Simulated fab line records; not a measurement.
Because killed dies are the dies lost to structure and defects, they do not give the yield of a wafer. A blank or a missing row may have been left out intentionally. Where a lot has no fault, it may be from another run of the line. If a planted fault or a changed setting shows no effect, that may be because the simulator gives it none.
fab line records	flow n5-finfet
record lots=7	wafers=21
route steps=1938 shown BEOL_M0_CUTY@711 BEOL_M1@800 BEOL_M2@848 BEOL_M3@931 BEOL_M4@1026 BEOL_M5@1119
start-h: hours from the record's first day to the start of the lot's first wafer shown	wait-h: how many hours have passed since the lot's step before this one	" unchanged from the row above	L1.1+2: a single row standing in for several wafers	- either no value or no given start	* or withheld: withheld	< > ~ a bound
route shown NAME@n: names a module that has steps shown in the file, with the first one's number in the route	usual: mean/standard deviation of fault-free wafers	same: alike in all rows	chamber/n: place in a boat	sites: the reading at each site	_std_site: the values' standard deviation	_edge_site: inner sites' mean taken away from outer sites' mean	radius-mm: for every site, how far away it sits from the centre of the wafer	mask NAME#n: copy n	behind: the tool/chamber that last shaped the wafer	hold: reason for holding the lot/hours on hold/outcome of the hold	device: the n, p or np transistor that did not switch	end of line: tests of these same wafers at the route's end	a step without rows: its recipe alone	killed: the dies lost at the first sort to structure and to defects; this is not the yield of the wafer	map: the dies of a wafer, with x for killed, . for not killed, _ for no die there
set.NAME: setting as actually run; set.NAME@STEP: the setting as run at that earlier step	model.NAME: the simulator's own value behind a step, which no gauge read
lots with deliberately changed settings; one table per step, one row per wafer
## steps
# step N5_BEOL_M0_CUTY_DESCUM_61
# recipe chemistry=O2	time-s=7.9	source-power-w=50	bias-power-w=20	pressure-mtorr=20	rf-frequency-hz=2.712e+07	temp-c=40	resist=CAR-ArF-block	o2-flow-sccm=225
lot.wafer	tool	chamber	start-h	wait-h	set.time-s	model.CAR-ArF-block_of_BEOL_M0_CUTY_COAT_51.thk-nm
L081.1	rie-diel-05	3	157.47	0.0	6.858	144
L081.2	"	1	"	"	6.858	144.2
L081.6	"	1	"	"	7.9	143.4
L083.1	rie-diel-05	1	169.93	0.1	7.9	143.6
L083.2	"	3	"	"	7.9	143
L083.4	"	0	"	"	7.091	143.6
L088.1+6	rie-diel-04	1,0	203.00	0.0	9.502	142.6
L088.5	"	2	"	"	7.9	144
L090.2	rie-diel-04	2	208.40	0.1	7.9	143.2
L090.3+4	"	0,3	"	"	9.092	142
L091.2	rie-diel-03	1	221.13	0.0	7.155	144.6
L091.3	"	0	"	"	7.155	144.2
L091.5	"	3	"	"	7.9	144.4
L092.3+4	rie-diel-05	0,3	224.39	0.1	7.9	143.4
L092.6	"	3	"	"	7.9	143
L093.2	rie-diel-04	2	224.89	0.0	7.9	144
L093.3+4	"	3,0	"	"	6.43	145.4
# step N5_BEOL_M0_CUTY_ETCH_62
# recipe chemistry=CF4	target=SiARC	mask-material=CAR-ArF-block	time-s=58.5	ion-energy-ev=80	pressure-mtorr=40	source-w=545	bias-w=36	Ar_flow_sccm=100	cf4-flow-sccm=100	ends=cleared
lot.wafer	tool	chamber	start-h	wait-h	set.dose-mj@BEOL_M0_CUTY_EXPOSE_54	set.time-s@BEOL_M0_CUTY_DESCUM_61	model.BEOL_M0_CUTY.cd-offset-nm	model.CAR-ArF-block_of_BEOL_M0_CUTY_COAT_51.thk-nm
L081.1	rie-diel-05	3	157.50	0.0	37.11	6.858	-2	119
L081.2	"	1	"	"	36	6.858	-0.4	119.2
L081.6	"	1	"	"	36	7.9	-2	118.2
L083.1	rie-diel-05	1	169.97	0.0	33.37	7.9	5.2	118.4
L083.2	"	3	"	"	33.37	7.9	5.8	118
L083.4	"	0	"	"	36	7.091	0.4	118.6
L088.1	rie-diel-04	1	203.04	0.0	36	9.502	-0.2	117.4
L088.5	"	2	"	"	36	7.9	-0.8	118.8
L088.6	"	0	"	"	36	9.502	-0.4	117.6
L090.2	rie-diel-04	2	208.43	0.0	36	7.9	-0.4	118.2
L090.3	"	0	"	"	38.58	9.092	-7	117
L090.4	"	3	"	"	36	9.092	-1.8	117
L091.2	rie-diel-03	1	221.17	0.0	36	7.155	-0.4	119.4
L091.3	"	0	"	"	36	7.155	-1	119.2
L091.5	"	3	"	"	36	7.9	-0.4	119.2
L092.3	rie-diel-05	0	224.42	0.0	36	7.9	-0.8	118.4
L092.4	"	3	"	"	36	7.9	-0.6	118.2
L092.6	"	3	"	"	36	7.9	1	118
L093.2	rie-diel-04	2	224.92	0.0	37.59	7.9	-3.8	119
L093.3	"	3	"	"	37.59	6.43	-4	120.4
L093.4	"	0	"	"	36	6.43	-1.2	120.4
# step N5_BEOL_M0_CUTY_ETCH_63
# recipe chemistry=N2/H2	target=SOC	target-depth-a=827	overetch-a=165	mask-material=SiARC	temp-c=40	ion-energy-ev=200	time-s=124	pressure-mtorr=30	source-w=840	bias-w=150	n2-flow-sccm=200	h2-flow-sccm=200
lot.wafer	tool	chamber	start-h	wait-h	set.dose-mj@BEOL_M0_CUTY_EXPOSE_54	model.BEOL_M0_CUTY.cd-offset-nm
L081.1	rie-diel-05	3	157.55	0.0	37.11	-1.8
L081.2	"	1	"	"	36	-0.2
L081.6	"	1	"	"	36	-1.6
L083.1	rie-diel-05	1	170.02	0.0	33.37	5.2
L083.2	"	3	"	"	33.37	6
L083.4	"	0	"	"	36	0.2
L088.1+6	rie-diel-04	1,0	203.09	0.0	36	-0.2
L088.5	"	2	"	"	36	-0.8
L090.2	rie-diel-04	2	208.48	0.0	36	-0.4
L090.3	"	0	"	"	38.58	-7.2
L090.4	"	3	"	"	36	-2
L091.2	rie-diel-03	1	221.22	0.0	36	-0.4
L091.3	"	0	"	"	36	-1
L091.5	"	3	"	"	36	-0.2
L092.3	rie-diel-05	0	224.47	0.0	36	-1
L092.4	"	3	"	"	36	-0.4
L092.6	"	3	"	"	36	1
L093.2	rie-diel-04	2	224.97	0.0	37.59	-3.6
L093.3	"	3	"	"	37.59	-4.2
L093.4	"	0	"	"	36	-1.2
# step N5_BEOL_M1_TRENCH_ETCH_37
# recipe chemistry=C4F6/O2	target-depth-a=552.07	target=SiOC	time-s=29	ion-energy-ev=250	pressure-mtorr=30	source-w=355	bias-w=185	Ar_flow_sccm=300	C4F6_flow_sccm=10	O2_flow_sccm=10
# usual rf-vpp-V=662/7.8
lot.wafer	tool	chamber	start-h	wait-h	set.source-w	rf-vpp-V	model.etch.depth-nm	model.BEOL_M1.feature-depth-nm
L081.1	rie-diel-06	1	-	-	355	653	55.51	55.6
L081.2	"	2	"	"	355	649	55.26	55.2
L081.6	"	1	"	"	355	652	54.97	55
L083.1	rie-diel-02	3	-	-	355	670	55.38	55.4
L083.2	"	2	"	"	380.5	639	56.33	56.4
L083.4	"	0	"	"	380.5	646	56.74	56.8
L088.1	rie-diel-01	3	-	-	294.5	726	51.61	51.6
L088.5	"	1	"	"	355	666	54.43	54.4
L088.6	"	2	"	"	294.5	732	50.56	50.6
L090.2	rie-diel-06	0	-	-	355	676	54.31	54.4
L090.3	"	2	"	"	355	651	55.1	55.2
L090.4	"	3	"	"	355	660	54.33	54.4
L091.2	rie-diel-06	0	-	-	355	679	53.83	53.8
L091.3	"	3	"	"	355	661	53.87	53.8
L091.5	"	2	"	"	355	651	54.87	54.8
L092.3	rie-diel-06	2	-	-	355	651	55.19	55.2
L092.4	"	3	"	"	355	659	53.99	54
L092.6	"	1	"	"	355	653	55.06	55
L093.2	rie-diel-02	2	-	-	355	662	55.31	55.4
L093.3	"	1	"	"	355	658	55.45	55.4
L093.4	"	3	"	"	355	670	55.53	55.6
# step N5_BEOL_M2_COAT_05
# recipe resist=CAR-EUV	spin-rpm=1500	resist-thk-nm=30
lot.wafer	tool	chamber	start-h	wait-h	set.spin-rpm	model.CAR-EUV_of_BEOL_M2_COAT_05.thk-nm
L081.1+2	litho-track-03	0	-	-	1565	29.4
L081.6	"	0	"	"	1500	30
L083.1	litho-track-03	0	-	-	1500	30.2
L083.2+4	"	0	"	"	1500	30
L088.1	litho-track-03	0	-	-	1346	31.6
L088.5	"	0	"	"	1500	30
L088.6	"	0	"	"	1346	31.8
L090.2	litho-track-05	0	-	-	1570	29.6
L090.3	"	0	"	"	1500	30.2
L090.4	"	0	"	"	1500	30
L091.2+3+5	litho-track-03	0	-	-	1500	30
L092.3+6	litho-track-03	0	-	-	1500	30
L092.4	"	0	"	"	1500	30.2
L093.2+4	litho-track-05	0	-	-	1500	30.2
L093.3	"	0	"	"	1584	29.2
# step N5_BEOL_M2_EBR_07
# recipe solvent=PGMEA	ebr-width-mm=1.5
# step N5_BEOL_M2_SOFTBAKE_06
# recipe temp-c=110	time-s=60	resist=CAR-EUV
# step N5_BEOL_M2_EXPOSE_08
# recipe mask-id=M2	na=0.33	source-shape=dipole	sigma-inner=0.369	sigma-outer=0.767	polarization=unpolarized	dose-mj=41.25
# step N5_BEOL_M2_PEB_09
# recipe peb-temp-c=100	peb-time-s=60	resist=CAR-EUV
# step N5_BEOL_M2_DEVELOP_10
# recipe develop-time-s=30	developer=TMAH	resist=CAR-EUV	rinse-liquid=surfactant-rinse	dry=air-spin	dev-temp-c=23
lot.wafer	tool	chamber	start-h	wait-h	set.spin-rpm@BEOL_M2_COAT_05	model.CAR-EUV_of_BEOL_M2_COAT_05.thk-nm
L081.1+2	litho-track-05	0	-	-	1565	29
L081.6	"	0	"	"	1500	29.6
L083.1+2+4	litho-track-05	0	-	-	1500	29.6
L088.1+6	litho-track-03	0	-	-	1346	31.2
L088.5	"	0	"	"	1500	29.6
L090.2	litho-track-04	0	-	-	1570	29
L090.3+4	"	0	"	"	1500	29.6
L091.2+3+5	litho-track-05	0	-	-	1500	29.6
L092.3+4+6	litho-track-03	0	-	-	1500	29.6
L093.2	litho-track-04	0	-	-	1500	29.8
L093.3	"	0	"	"	1584	28.8
L093.4	"	0	"	"	1500	29.6
# step N5_BEOL_M3_ILD_DEP_00
# recipe material=SiOC	target-thk-a=790	temp-c=350	precursor=DEMS/O2	pressure-torr=5	rf-w=500	time-s=15.3
lot.wafer	tool	chamber	start-h	wait-h	set.time-s	model.SiOC_of_BEOL_M3_ILD_DEP_00.thk-nm
L081.1	pecvd-02	2	187.86	0.0	15.3	78.2
L081.2	"	1	"	"	15.3	77.6
L081.6	"	2	"	"	17.09	87.6
L083.1	pecvd-01	0	197.64	0.0	16.66	84
L083.2	"	2	"	"	16.66	84.2
L083.4	"	1	"	"	15.3	79.2
L088.1	pecvd-02	2	238.79	0.0	14.34	74
L088.5	"	2	"	"	15.3	80.6
L088.6	"	0	"	"	15.3	79.8
L090.2	pecvd-04	1	245.06	0.0	15.3	78.2
L090.3	"	0	"	"	15.91	81.8
L090.4	"	2	"	"	15.3	80.4
L091.2	pecvd-02	2	249.85	0.0	15.3	79.2
L091.3	"	0	"	"	15.3	79.4
L091.5	"	0	"	"	15.3	81.4
L093.2	pecvd-04	2	251.04	0.0	13.73	71
L093.3	"	1	"	"	15.3	78.2
L093.4	"	1	"	"	13.73	71.6
L092.3	pecvd-04	2	254.36	0.0	15.3	78.2
L092.4	"	2	"	"	15.3	80.6
L092.6	"	1	"	"	15.3	80.2
# step N5_BEOL_M3_THK_MEAS_01
# recipe reads=SiOC_of_BEOL_M3_ILD_DEP_00
# usual M3_ILD_THK=78.9/1
lot.wafer	tool	chamber	start-h	wait-h	set.time-s@BEOL_M3_ILD_DEP_00	M3_ILD_THK[nm]
L081.1	film-metro-01	-	187.96	0.1	15.3	78.2
L081.2	"	-	"	"	15.3	77.6
L081.6	"	-	"	"	17.09	87.4
L083.1	film-metro-02	-	197.71	0.0	16.66	83.9
L083.2	"	-	"	"	16.66	84.2
L083.4	"	-	"	"	15.3	79.1
L088.1	film-metro-02	-	238.86	0.0	14.34	74.0
L088.5	"	-	"	"	15.3	80.4
L088.6	"	-	"	"	15.3	79.7
L090.2	film-metro-02	-	245.13	0.1	15.3	78.3
L090.3	"	-	"	"	15.91	81.7
L090.4	"	-	"	"	15.3	80.3
L091.2	film-metro-02	-	249.92	0.1	15.3	79.2
L091.3	"	-	"	"	15.3	79.4
L091.5	"	-	"	"	15.3	81.5
L093.2	film-metro-01	-	251.11	0.1	13.73	71.0
L093.3	"	-	"	"	15.3	78.2
L093.4	"	-	"	"	13.73	71.5
L092.3	film-metro-01	-	254.42	0.1	15.3	78.1
L092.4	"	-	"	"	15.3	80.5
L092.6	"	-	"	"	15.3	80.2
# step N5_BEOL_M3_TRENCH_ETCH_37
# recipe chemistry=C4F6/O2	target-depth-a=555.55	target=SiOC	time-s=29.2	ion-energy-ev=250	pressure-mtorr=30	source-w=355	bias-w=185	Ar_flow_sccm=300	C4F6_flow_sccm=10	O2_flow_sccm=10
# usual rf-vpp-V=663/7.6
lot.wafer	tool	chamber	start-h	wait-h	set.bias-w	rf-vpp-V	model.etch.depth-nm	model.BEOL_M3.feature-depth-nm
L081.1	rie-diel-02	3	-	-	185	670	55.41	55.4
L081.2	"	1	"	"	152.7	565	52.35	52.4
L081.6	"	3	"	"	185	668	55.23	55.2
L083.1	rie-diel-06	2	-	-	185	650	55.15	55.2
L083.2	"	1	"	"	185	652	54.8	54.8
L083.4	"	0	"	"	185	678	54.39	54.4
L088.1	rie-diel-01	1	-	-	200.1	709	56.35	56.4
L088.5	"	1	"	"	185	666	54.97	55
L088.6	"	0	"	"	200.1	700	56.77	56.8
L090.2	rie-diel-02	3	-	-	185	671	55.3	55.4
L090.3	"	2	"	"	157.3	583	52.01	52
L090.4	"	0	"	"	185	669	55.62	55.6
L091.2	rie-diel-06	1	-	-	185	651	55.35	55.4
L091.3	"	0	"	"	185	678	54.53	54.6
L091.5	"	2	"	"	202.8	699	57.03	57
L093.2	rie-diel-06	2	-	-	185	649	55.08	55
L093.3	"	1	"	"	202.6	700	56.27	56.2
L093.4	"	2	"	"	185	650	55.12	55.2
L092.3	rie-diel-01	3	-	-	185	668	56.62	56.6
L092.4	"	2	"	"	185	665	54.87	54.8
L092.6	"	2	"	"	185	665	54.64	54.6
# step N5_BEOL_M3_ETCH_41
# recipe chemistry=CH3F/O2	target=SiCN	target-depth-a=299	taper-deg=2	time-s=52.5	ion-energy-ev=120	mask-material=TiN	pressure-mtorr=30	source-w=395	bias-w=75	Ar_flow_sccm=150	CH3F_flow_sccm=30	O2_flow_sccm=20
lot.wafer	tool	chamber	start-h	wait-h	set.target-depth-a	model.etch.depth-nm
L081.1	rie-diel-02	3	-	-	271.2	18.15
L081.2	"	1	"	"	271.2	18.09
L081.6	"	3	"	"	299	19.94
L083.1	rie-diel-06	2	-	-	299	19.52
L083.2	"	1	"	"	299	19.45
L083.4	"	0	"	"	299	19.5
L088.1	rie-diel-01	1	-	-	269.3	17.59
L088.5	"	1	"	"	269.3	17.65
L088.6	"	0	"	"	299	20.02
L090.2	rie-diel-02	3	-	-	328	21.82
L090.3	"	2	"	"	328	21.66
L090.4	"	0	"	"	299	19.94
L091.2	rie-diel-06	1	-	-	299	19.64
L091.3	"	0	"	"	299	19.36
L091.5	"	2	"	"	299	19.5
L093.2	rie-diel-06	2	-	-	313.6	21.02
L093.3	"	1	"	"	313.6	20.92
L093.4	"	2	"	"	299	20.04
L092.3	rie-diel-01	3	-	-	299	20.43
L092.4	"	2	"	"	299	19.73
L092.6	"	2	"	"	299	19.65
# step N5_BEOL_M3_STRIP_97
# recipe chemistry=N2/H2	time-s=10	power-w=450	temp-c=40	pressure-mtorr=20	rf-frequency-hz=6e+07	bias-power-w=7	n2-flow-sccm=200	h2-flow-sccm=200
# step N5_BEOL_M3_OCD_MEAS_38
# usual trench-depth-nm=55.3/0.61
lot.wafer	tool	chamber	start-h	wait-h	set.bias-w@BEOL_M3_TRENCH_ETCH_37	trench-depth-nm
L081.1	ocd-01	-	196.80	-	185	55.3
L081.2	"	-	"	"	152.7	52.3
L081.6	"	-	"	"	185	54.9
L083.1	ocd-01	-	202.07	-	185	54.5
L083.2	"	-	"	"	185	54.9
L083.4	"	-	"	"	185	54.4
L088.1	ocd-01	-	244.02	-	200.1	56.3
L088.5	"	-	"	"	185	55.1
L088.6	"	-	"	"	200.1	56.7
L090.2	ocd-01	-	255.29	-	185	55.0
L090.3	"	-	"	"	157.3	51.8
L090.4	"	-	"	"	185	55.9
L091.2	ocd-01	-	260.22	-	185	55.7
L091.3	"	-	"	"	185	54.5
L091.5	"	-	"	"	202.8	56.7
L093.2	ocd-01	-	260.71	-	185	55.7
L093.3	"	-	"	"	202.6	56.6
L093.4	"	-	"	"	185	55.2
L092.3	ocd-01	-	263.49	-	185	56.4
L092.4	"	-	"	"	185	55.2
L092.6	"	-	"	"	185	54.6
# step N5_BEOL_M4_COAT_62
# recipe resist=SiARC	temp-c=220	time-s=60	spin-rpm=1500	resist-thk-nm=12
lot.wafer	tool	chamber	start-h	wait-h	set.spin-rpm	model.SiARC_of_BEOL_M4_COAT_62.thk-nm
L081.1+6	litho-track-05	0	-	-	1579	11.8
L081.2	"	0	"	"	1500	12
L083.1	litho-track-03	0	-	-	1438	12.2
L083.2+4	"	0	"	"	1500	12
L088.1+5	litho-track-02	0	-	-	1500	12.2
L088.6	"	0	"	"	1399	12.6
L090.2+3+4	litho-track-02	0	-	-	1500	12
L091.2+3	litho-track-05	0	-	-	1500	12
L091.5	"	0	"	"	1387	12.6
L093.2	litho-track-03	0	-	-	1500	12
L093.3+4	"	0	"	"	1429	12.2
L092.3+4+6	litho-track-03	0	-	-	1500	12
# step N5_BEOL_M4_DESCUM_16
# recipe chemistry=O2	time-s=7	source-power-w=50	bias-power-w=20	pressure-mtorr=20	rf-frequency-hz=2.712e+07	temp-c=40	resist=CAR-EUV	o2-flow-sccm=225
lot.wafer	tool	chamber	start-h	wait-h	set.time-s	model.CAR-EUV_of_BEOL_M4_COAT_05.thk-nm
L081.1	rie-diel-04	1	202.55	0.0	7.483	26
L081.2+6	"	0,1	"	"	7	26.2
L083.1+2	rie-diel-03	0,3	207.76	0.2	7	26
L083.4	"	1	"	"	5.761	26.6
L088.1+5	rie-diel-05	0,3	251.01	0.3	7	26.2
L088.6	"	2	"	"	6.564	26.4
L090.2	rie-diel-05	3	261.06	0.0	7	26.4
L090.3+4	"	2,0	"	"	7	26.2
L091.2	rie-diel-03	3	267.30	0.2	7	26
L091.3	"	0	"	"	6.168	26.2
L091.5	"	3	"	"	6.168	26.4
L093.2+3+4	rie-diel-03	1,3,2	267.92	0.3	7	26
L092.3+4+6	rie-diel-04	3,0,1	268.72	0.1	7	26.2
# step N5_BEOL_M4_ETCH_74
# recipe chemistry=N2/H2	target=underlayer	target-depth-a=65	mask-material=CAR-EUV	time-s=5.2	ion-energy-ev=200	pressure-mtorr=30	source-w=840	bias-w=150	n2-flow-sccm=200	h2-flow-sccm=200	ends=cleared
lot.wafer	tool	chamber	start-h	wait-h	set.time-s@BEOL_M4_DESCUM_16	model.CAR-EUV_of_BEOL_M4_COAT_05.thk-nm
L081.1	rie-diel-04	1	202.58	0.0	7.483	20.2
L081.2	"	0	"	"	7	20.4
L081.6	"	1	"	"	7	20.6
L083.1+2	rie-diel-03	0,3	207.80	0.0	7	20.4
L083.4	"	1	"	"	5.761	21
L088.1	rie-diel-05	0	251.04	0.0	7	20.4
L088.5	"	3	"	"	7	20.6
L088.6	"	2	"	"	6.564	20.8
L090.2+4	rie-diel-05	3,0	261.10	0.0	7	20.6
L090.3	"	2	"	"	7	20.4
L091.2	rie-diel-03	3	267.33	0.0	7	20.2
L091.3+5	"	0,3	"	"	6.168	20.6
L093.2+3+4	rie-diel-03	1,3,2	267.95	0.0	7	20.4
L092.3+4+6	rie-diel-04	3,0,1	268.75	0.0	7	20.4
# step N5_BEOL_M4_ETCH_63
# recipe chemistry=CF4	target=SiARC	target-depth-a=156	mask-material=CAR-EUV	time-s=26	ion-energy-ev=80	pressure-mtorr=40	source-w=545	bias-w=36	Ar_flow_sccm=100	cf4-flow-sccm=100	ends=cleared
# usual etch-rf-on-time-s=26.0/0.38
lot.wafer	tool	chamber	start-h	wait-h	set.spin-rpm@BEOL_M4_COAT_62	etch-rf-on-time-s	model.etch.depth-nm
L081.1	rie-diel-04	1	202.60	0.0	1579	25.3	11.79
L081.2	"	0	"	"	1500	25.7	12.08
L081.6	"	1	"	"	1579	25.4	11.76
L083.1	rie-diel-03	0	207.81	0.0	1438	26.3	12.28
L083.2	"	3	"	"	1500	26.0	12.01
L083.4	"	1	"	"	1500	25.9	12.01
L088.1	rie-diel-05	0	251.06	0.0	1500	26.4	12.12
L088.5	"	3	"	"	1500	26.6	12.15
L088.6	"	2	"	"	1399	27.0	12.58
L090.2	rie-diel-05	3	261.11	0.0	1500	26.4	12.06
L090.3	"	2	"	"	1500	26.0	12.1
L090.4	"	0	"	"	1500	26.5	12.07
L091.2	rie-diel-03	3	267.35	0.0	1500	26.1	12.03
L091.3	"	0	"	"	1500	25.8	12.05
L091.5	"	3	"	"	1387	27.0	12.5
L093.2	rie-diel-03	1	267.97	0.0	1500	25.5	11.95
L093.3	"	3	"	"	1429	26.0	12.22
L093.4	"	2	"	"	1429	26.1	12.24
L092.3	rie-diel-04	3	268.77	0.0	1500	25.5	12.02
L092.4	"	0	"	"	1500	25.6	11.99
L092.6	"	1	"	"	1500	26.0	12.02
# step N5_BEOL_M5_COAT_71
# recipe resist=underlayer	temp-c=205	time-s=60	spin-rpm=1500	resist-thk-nm=5
lot.wafer	tool	chamber	start-h	wait-h	set.spin-rpm
L081.1+6	litho-track-05	0	-	-	1635
L081.2	"	0	"	"	1500
L083.1+2+4	litho-track-05	0	-	-	1500
L088.1+6	litho-track-05	0	-	-	1439
L088.5	"	0	"	"	1500
L090.2	litho-track-04	0	-	-	1583
L090.3+4	"	0	"	"	1500
L091.2+5	litho-track-01	0	-	-	1383
L091.3	"	0	"	"	1500
L093.2+3	litho-track-05	0	-	-	1354
L093.4	"	0	"	"	1500
L092.3+4+6	litho-track-04	0	-	-	1500
## key
split step=N5_BEOL_M0_CUTY_DESCUM_61	setting=time-s	stated=7.9	by=wafer
response step=N5_BEOL_M0_CUTY_DESCUM_61	reading=model.CAR-ArF-block_of_BEOL_M0_CUTY_COAT_51.thk-nm	change=-0.0627	per=1%	r=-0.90
response step=N5_BEOL_M0_CUTY_ETCH_62	reading=model.CAR-ArF-block_of_BEOL_M0_CUTY_COAT_51.thk-nm	change=-0.0646	per=1%	r=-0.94
split step=N5_BEOL_M1_TRENCH_ETCH_37	setting=source-w	stated=355	by=wafer
response step=N5_BEOL_M1_TRENCH_ETCH_37	reading=rf-vpp-V	change=-3.72	per=1%	r=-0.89
response step=N5_BEOL_M1_TRENCH_ETCH_37	reading=model.etch.depth-nm	change=+0.191	per=1%	r=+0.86
response step=N5_BEOL_M1_TRENCH_ETCH_37	reading=model.BEOL_M1.feature-depth-nm	change=+0.19	per=1%	r=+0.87
split step=N5_BEOL_M2_COAT_05	setting=spin-rpm	stated=1500	by=wafer
response step=N5_BEOL_M2_COAT_05	reading=model.CAR-EUV_of_BEOL_M2_COAT_05.thk-nm	change=-0.158	per=1%	r=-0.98
response step=N5_BEOL_M2_DEVELOP_10	reading=model.CAR-EUV_of_BEOL_M2_COAT_05.thk-nm	change=-0.152	per=1%	r=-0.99
split step=N5_BEOL_M3_ILD_DEP_00	setting=time-s	stated=15.3	by=wafer
response step=N5_BEOL_M3_ILD_DEP_00	reading=model.SiOC_of_BEOL_M3_ILD_DEP_00.thk-nm	change=+0.735	per=1%	r=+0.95
response step=N5_BEOL_M3_THK_MEAS_01	reading=M3_ILD_THK	change=+0.73	per=1%	r=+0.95
split step=N5_BEOL_M3_TRENCH_ETCH_37	setting=bias-w	stated=185	by=wafer
response step=N5_BEOL_M3_TRENCH_ETCH_37	reading=rf-vpp-V	change=+5.46	per=1%	r=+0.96
response step=N5_BEOL_M3_TRENCH_ETCH_37	reading=model.etch.depth-nm	change=+0.19	per=1%	r=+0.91
response step=N5_BEOL_M3_TRENCH_ETCH_37	reading=model.BEOL_M3.feature-depth-nm	change=+0.187	per=1%	r=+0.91
response step=N5_BEOL_M3_OCD_MEAS_38	reading=trench-depth-nm	change=+0.182	per=1%	r=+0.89
split step=N5_BEOL_M3_ETCH_41	setting=target-depth-a	stated=299	by=wafer
response step=N5_BEOL_M3_ETCH_41	reading=model.etch.depth-nm	change=+0.207	per=1%	r=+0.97
split step=N5_BEOL_M4_COAT_62	setting=spin-rpm	stated=1500	by=wafer
response step=N5_BEOL_M4_COAT_62	reading=model.SiARC_of_BEOL_M4_COAT_62.thk-nm	change=-0.0593	per=1%	r=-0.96
response step=N5_BEOL_M4_ETCH_63	reading=etch-rf-on-time-s	change=*	per=1%	r=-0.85
response step=N5_BEOL_M4_ETCH_63	reading=model.etch.depth-nm	change=-0.0619	per=1%	r=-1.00
split step=N5_BEOL_M4_DESCUM_16	setting=time-s	stated=7	by=wafer
response step=N5_BEOL_M4_DESCUM_16	reading=model.CAR-EUV_of_BEOL_M4_COAT_05.thk-nm	change=-0.0311	per=1%	r=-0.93
response step=N5_BEOL_M4_ETCH_74	reading=model.CAR-EUV_of_BEOL_M4_COAT_05.thk-nm	change=-0.0357	per=1%	r=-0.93
split step=N5_BEOL_M5_COAT_71	setting=spin-rpm	stated=1500	by=wafer
response none in this file
split outside-this-file step=N5_BEOL_M0_CUTY_EXPOSE_54 setting=dose-mj
# split outside-this-file: this setting was split too, and the file shows its column; the key of that split is in another file
